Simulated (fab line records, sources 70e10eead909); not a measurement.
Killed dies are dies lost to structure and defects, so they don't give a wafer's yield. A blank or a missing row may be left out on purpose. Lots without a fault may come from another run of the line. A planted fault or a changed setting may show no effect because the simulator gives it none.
Which tool did it? | flow nand_harc | 13 lots, 39 wafers sampled, at 5 steps of a route of 1159

WHAT THE GAUGES READ, wafer by wafer
NHARC_P_M1_CD_MEAS_16. Usual: cd_nm 130.6 nm, standard deviation 0.86.
lot  | measured     | on        | cd_nm (nm)        | flag
L868 | day 6 21:03  | cd_sem-03 | 130.8 131.4 130.6 |
L869 | day 6 22:02  | cd_sem-01 | 130.2 129.5 131.1 |
L871 | day 6 22:19  | cd_sem-02 | 128.2 130.0 130.2 |
L872 | day 7 03:45  | cd_sem-01 | 131.1 131.1 130.2 |
L873 | day 7 08:37  | cd_sem-03 | 131.5 131.1 129.8 |
L874 | day 7 13:30  | cd_sem-02 | 130.6 131.8 131.9 |
L875 | day 7 14:56  | cd_sem-01 | 130.5 130.7 130.4 |
L877 | day 8 23:04  | cd_sem-02 | 129.0 129.6 130.4 |
L886 | day 10 14:03 | cd_sem-03 | 130.7 129.8 129.6 |
L887 | day 10 21:13 | cd_sem-03 | 130.6 129.8 130.6 |
L888 | day 10 21:43 | cd_sem-02 | 130.1 130.6 129.7 |
L889 | day 11 15:37 | cd_sem-02 | 130.6 129.3 129.6 |
L891 | day 11 22:59 | cd_sem-01 | 130.9 131.2 130.0 |

NHARC_P_M1_THK_MEAS_24: measures by xrf. Usual: thk_nm 158.2 nm, standard deviation 1.3.
lot  | measured     | on            | thk_nm (nm)       | flag
L868 | day 6 23:11  | film_metro-01 | 156.7 157.4 159.2 |
L869 | day 7 00:08  | film_metro-01 | 159.2 158.2 159.1 |
L871 | day 7 00:27  | film_metro-02 | 154.6 157.7 158.2 |
L872 | day 7 06:11  | film_metro-02 | 156.5 160.7 160.7 |
L873 | day 7 10:44  | film_metro-01 | 158.4 159.5 158.7 |
L874 | day 7 15:43  | film_metro-02 | 158.9 157.0 158.2 |
L875 | day 7 17:02  | film_metro-02 | 158.9 156.1 158.0 |
L877 | day 9 01:11  | film_metro-02 | 159.1 160.6 158.5 |
L886 | day 10 16:10 | film_metro-01 | 157.4 156.0 158.9 |
L887 | day 10 23:23 | film_metro-02 | 156.3 158.3 156.9 |
L888 | day 10 23:50 | film_metro-01 | 155.2 157.7 158.3 |
L889 | day 11 17:44 | film_metro-02 | 159.1 155.4 159.5 |
L891 | day 12 01:07 | film_metro-02 | 159.1 157.8 159.5 |

NHARC_END_SORT_01. Usual: defect_limited_yield 95.2 %, standard deviation 1.6; killed_at_array 29, standard deviation 10; killed_at_other 0.7, standard deviation 1.1; killed_at_periphery 3.2, standard deviation 2.2; killed_dies 33, standard deviation 11; killed_open 3.5, standard deviation 1.8; killed_short 2.0, standard deviation 1.4; sort_bin_2_pct 1.5 %, standard deviation 0.61; sort_bin_3_pct 0.29 %, standard deviation 0.22; sort_bin_4_pct 3.1 %, standard deviation 1.1; sort_n_pass 644, standard deviation 11; sort_rim_yield_pct 95 %, standard deviation 3.3; sort_yield_pct 95.2 %, standard deviation 1.6.
lot  | measured     | on        | defect_limited_yield (%) | killed_at_array | killed_at_other | killed_at_periphery | killed_dies | killed_open | killed_short | sort_bin_2_pct (%) | sort_bin_3_pct (%) | sort_bin_4_pct (%) | sort_n_pass | sort_rim_yield_pct (%) | sort_yield_pct (%) | flag
L868 | day 20 11:44 | prober-02 | 97.5 96.6 96.6           | 14 20 17        | 0 0 1           | 3 3 5               | 17 23 23    | 3 5 2       | 1 5 1        | 1.0 1.0 0.7        | 0.15 0.44 0.15     | 1.3 1.9 2.5        | 660 654 654 | 95 98 100              | 97.5 96.6 96.6     |
L869 | day 20 20:20 | prober-02 | 93.5 94.1 93.4           | 36 38 41        | 1 0 0           | 7 2 4               | 44 40 45    | 6 3 2       | 3 1 1        | 2.1 1.9 2.2        | 0.30 0.44 0.30     | 4.1 3.5 4.1        | 633 637 632 | 94 94 97               | 93.5 94.1 93.4     |
L871 | day 21 10:09 | prober-01 | 95.6 93.5 96.3           | 29 40 23        | 0 0 0           | 1 4 2               | 30 44 25    | 3 4 4       | 0 4 1        | 1.6 1.9 0.9        | 0.30 0.59 0.30     | 2.5 4.0 2.5        | 647 633 652 | 98 93 95               | 95.6 93.5 96.3     |
L872 | day 21 10:19 | prober-02 | 96.5 94.7 95.6           | 20 30 26        | 0 1 0           | 4 5 4               | 24 36 30    | 3 4 4       | 4 4 3        | 0.9 1.5 1.9        | 0 0.44 0           | 2.7 3.4 2.5        | 653 641 647 | 92 98 95               | 96.5 94.7 95.6     |
L873 | day 21 02:19 | prober-01 | 96.3 95.9 93.2           | 23 23 37        | 0 0 0           | 2 5 9               | 25 28 46    | 2 3 6       | 1 1 0        | 0.7 1.3 1.2        | 0.59 0.59 0.44     | 2.4 2.2 5.2        | 652 649 631 | 99 90 96               | 96.3 95.9 93.2     |
L874 | day 21 18:05 | prober-01 | 95.4 94.4 95.4           | 24 35 26        | 3 2 1           | 4 1 4               | 31 38 31    | 5 2 6       | 0 4 4        | 1.9 1.6 1.2        | 0.15 0.44 0.15     | 2.5 3.5 3.2        | 646 639 646 | 89 94 94               | 95.4 94.4 95.4     |
L875 | day 21 02:30 | prober-02 | 0 0 0                    | 15 26 23        | 0 0 1           | 662 651 653         | 677 677 677 | 4 2 2       | 0 1 0        | 98.2 97.2 97.3     | 0.15 0.44 0.30     | 1.6 2.4 2.4        | 0 0 0       | 0 0 0                  | 0 0 0              | OFF
L877 | day 22 09:40 | prober-01 | 0 0 0                    | 13 8 22         | 0 0 0           | 664 669 655         | 677 677 677 | 2 2 4       | 2 0 3        | 97.5 99.0 96.8     | 0.44 0 0.74        | 2.1 1.0 2.5        | 0 0 0       | 0 0 0                  | 0 0 0              | OFF
L886 | day 24 09:04 | prober-02 | 0 0 0                    | 32 38 46        | 0 0 0           | 645 639 631         | 677 677 677 | 2 5 3       | 3 1 2        | 96.2 95.0 95.1     | 0.15 0.30 0.44     | 3.7 4.7 4.4        | 0 0 0       | 0 0 0                  | 0 0 0              | OFF
L887 | day 24 14:30 | prober-02 | 92.9 95.3 94.8           | 47 29 32        | 0 2 2           | 1 1 1               | 48 32 35    | 3 3 2       | 1 2 3        | 2.5 1.5 1.6        | 0.30 0.44 0.30     | 4.3 2.8 3.2        | 629 645 642 | 96 94 99               | 92.9 95.3 94.8     |
L888 | day 24 16:58 | prober-01 | 94.4 94.1 94.2           | 37 39 35        | 0 0 0           | 1 1 4               | 38 40 39    | 4 7 6       | 3 2 3        | 2.7 2.1 1.6        | 0.15 0.44 0.59     | 2.8 3.4 3.5        | 639 637 638 | 93 99 93               | 94.4 94.1 94.2     |
L889 | day 24 22:14 | prober-02 | 93.6 92.9 96.2           | 41 43 25        | 0 2 0           | 2 3 1               | 43 48 26    | 3 2 2       | 2 2 1        | 1.2 2.1 1.5        | 0.44 0 0.44        | 4.7 5.0 1.9        | 634 629 651 | 91 90 90               | 93.6 92.9 96.2     |
L891 | day 25 08:32 | prober-02 | 94.1 91.1 94.1           | 34 53 34        | 2 4 2           | 4 3 4               | 40 60 40    | 5 6 6       | 3 3 3        | 2.5 3.4 1.9        | 0.30 0.74 0.74     | 3.1 4.7 3.2        | 637 617 637 | 89 93 88               | 94.1 91.1 94.1     |

WHICH TOOL RAN EACH LOT (tool, then ch and the chambers of the sampled wafers, then the start)
lot  | NHARC_P_M1_PVD_20                       | NHARC_P_M2_DEP_00
L868 | pvd_sputter-03, day 6 23:11 or earlier  | pecvd-02 ch 1,2, day 6 23:56
L869 | pvd_sputter-01, day 7 00:08 or earlier  | pecvd-02 ch 0,2, day 7 00:57
L871 | pvd_sputter-02, day 7 00:27 or earlier  | pecvd-04 ch 0,1,2, day 7 01:22
L872 | pvd_sputter-01, day 7 06:11 or earlier  | pecvd-02 ch 1,2, day 7 06:55
L873 | pvd_sputter-03, day 7 10:44 or earlier  | pecvd-04 ch 0,1, day 7 11:31
L874 | pvd_sputter-03, day 7 15:43 or earlier  | pecvd-01 ch 0,2, day 7 16:25
L875 | pvd_sputter-02, day 7 17:02 or earlier  | pecvd-01 ch 0,1,2, day 7 17:44
L877 | pvd_sputter-02, day 9 01:11 or earlier  | pecvd-02 ch 0,1,2, day 9 01:55
L886 | pvd_sputter-02, day 10 16:10 or earlier | pecvd-02 ch 0,1,2, day 10 17:00
L887 | pvd_sputter-03, day 10 23:23 or earlier | pecvd-04 ch 0,2, day 11 00:23
L888 | pvd_sputter-02, day 10 23:50 or earlier | pecvd-02 ch 0,1,2, day 11 00:55
L889 | pvd_sputter-03, day 11 17:44 or earlier | pecvd-02 ch 1,2, day 11 18:29
L891 | pvd_sputter-02, day 12 01:07 or earlier | pecvd-02 ch 0,2, day 12 01:49
- NHARC_P_M1_PVD_20: deposits TaN, target thk 5 nm, time 8.06 s.
- NHARC_P_M2_DEP_00: deposits SiOC, target thk 182.5 nm.

WHAT THE TOOLS THEMSELVES READ (means of the sampled wafers that have a number; where no wafer has one, the mark that the record gives instead)
NHARC_P_M1_PVD_20. Usual: throttle_valve_pct 30.3 %, standard deviation 0.7.
lot  | tool           | throttle_valve_pct (%) | flag
L868 | pvd_sputter-03 | 30.4                   |
L869 | pvd_sputter-01 | 30.1                   |
L871 | pvd_sputter-02 | 29.5                   |
L872 | pvd_sputter-01 | 30.3                   |
L873 | pvd_sputter-03 | 30.4                   |
L874 | pvd_sputter-03 | 29.9                   |
L875 | pvd_sputter-02 | 29.4                   |
L877 | pvd_sputter-02 | 29.8                   |
L886 | pvd_sputter-02 | 30.3                   |
L887 | pvd_sputter-03 | 30.5                   |
L888 | pvd_sputter-02 | 29.8                   |
L889 | pvd_sputter-03 | 29.9                   |
L891 | pvd_sputter-02 | 30.4                   |

NHARC_P_M2_DEP_00. Usual: rf_fwd_power_W 598.6 W, standard deviation 1.8.
lot  | tool     | rf_fwd_power_W (W) | flag
L868 | pecvd-02 | 599.3              |
L869 | pecvd-02 | 598.4              |
L871 | pecvd-04 | 596.8              |
L872 | pecvd-02 | 596.8              |
L873 | pecvd-04 | 597.5              |
L874 | pecvd-01 | 598.6              |
L875 | pecvd-01 | 599.2              |
L877 | pecvd-02 | 599.8              |
L886 | pecvd-02 | 599.5              |
L887 | pecvd-04 | 598.4              |
L888 | pecvd-02 | 598.4              |
L889 | pecvd-02 | 600.1              |
L891 | pecvd-02 | 598.5              |

THE ANSWER, worked out from the rows above alone
Rule: a lot is off if the mean of its wafers that have a number lies more than 3 standard deviations from the usual mean. A lot without any number at a reading at which 4 lots or more have one is off too. The other lots that the step has rows for count as sound. The gauges are gone through in route order, then the tools' own readings, and for those a lot's mean is taken as printed above. The first step at which some lot is off is used, and at that step the reading that is off furthest; a lot without a number counts as furthest.
Off: L875, L877, L886, at NHARC_END_SORT_01 (killed_at_periphery).
A tool fits if, at a process step before that reading, it ran every lot that is off, and no sound lot after the first of them. The gauges at NHARC_END_SORT_01 are tried like those tools. NHARC_P_M1_PVD_20 gives no start for some lots, so the hours and the order of its lots are those of NHARC_P_M1_THK_MEAS_24. None of those tried fits.

WHAT THE SIMULATOR HAD PUT IN
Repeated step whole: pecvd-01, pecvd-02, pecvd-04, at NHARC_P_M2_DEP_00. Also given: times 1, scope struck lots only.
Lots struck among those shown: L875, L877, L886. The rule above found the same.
